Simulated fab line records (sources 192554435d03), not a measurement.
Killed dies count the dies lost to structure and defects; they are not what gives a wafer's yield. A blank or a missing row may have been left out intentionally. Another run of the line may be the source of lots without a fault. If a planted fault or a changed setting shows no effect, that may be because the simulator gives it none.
Chamber matching :: flow n5-finfet :: N5_BEOL_M8_CURE_75 on uv-cure-02: 3 sister chambers
The step cures SiCOH lowk, time 120 s. 3 wafers are shown with their chamber, then 7 later ones without.

== WAFERS, EACH WITH ITS CHAMBER ==
wafer: L074.3
chamber: 2
lamp-power-pct (%): 52.28

wafer: L083.6
chamber: 1
lamp-power-pct (%): 52.28

wafer: L092.3
chamber: 0
lamp-power-pct (%): 52.34

== WAFERS MISSING THEIR CHAMBER ==
wafer: L092.4
lamp-power-pct (%): 52.29

wafer: L093.2
lamp-power-pct (%): 52.36

wafer: L093.4
lamp-power-pct (%): 52.33

wafer: L093.5
lamp-power-pct (%): 52.23

wafer: L094.2
lamp-power-pct (%): 52.27

wafer: L094.4
lamp-power-pct (%): 52.30

wafer: L094.6
lamp-power-pct (%): 52.22

== WHICH CHAMBER EACH ONE RAN IN ==
wafer: L092.4
from the rows above: can't be placed: 1 or 2 or 0
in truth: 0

wafer: L093.2
from the rows above: can't be placed: 0 or 1 or 2
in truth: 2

wafer: L093.4
from the rows above: can't be placed: 0 or 1 or 2
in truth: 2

wafer: L093.5
from the rows above: can't be placed: 1 or 2 or 0
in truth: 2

wafer: L094.2
from the rows above: can't be placed: 1 or 2 or 0
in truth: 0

wafer: L094.4
from the rows above: can't be placed: 1 or 2 or 0
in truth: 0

wafer: L094.6
from the rows above: can't be placed: 1 or 2 or 0
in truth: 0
0 of 7 placed correctly. These rows do not allow placing 7 (true chamber among the candidates in 7). Placed wrongly: 0.
How it was worked out, from the rows above alone: a wafer's distance from a chamber is the root of the sum, over the readings, of the square of ((its reading less the chamber's mean) divided by the reading's scatter). The wafer belongs to the nearest chamber; if the next one is less than 2 further off, it can't be placed. A chamber's mean is the mean of its shown wafers. The scatter: root of mean squared gap, hidden wafer to nearest shown wafer, with one shown wafer a chamber.
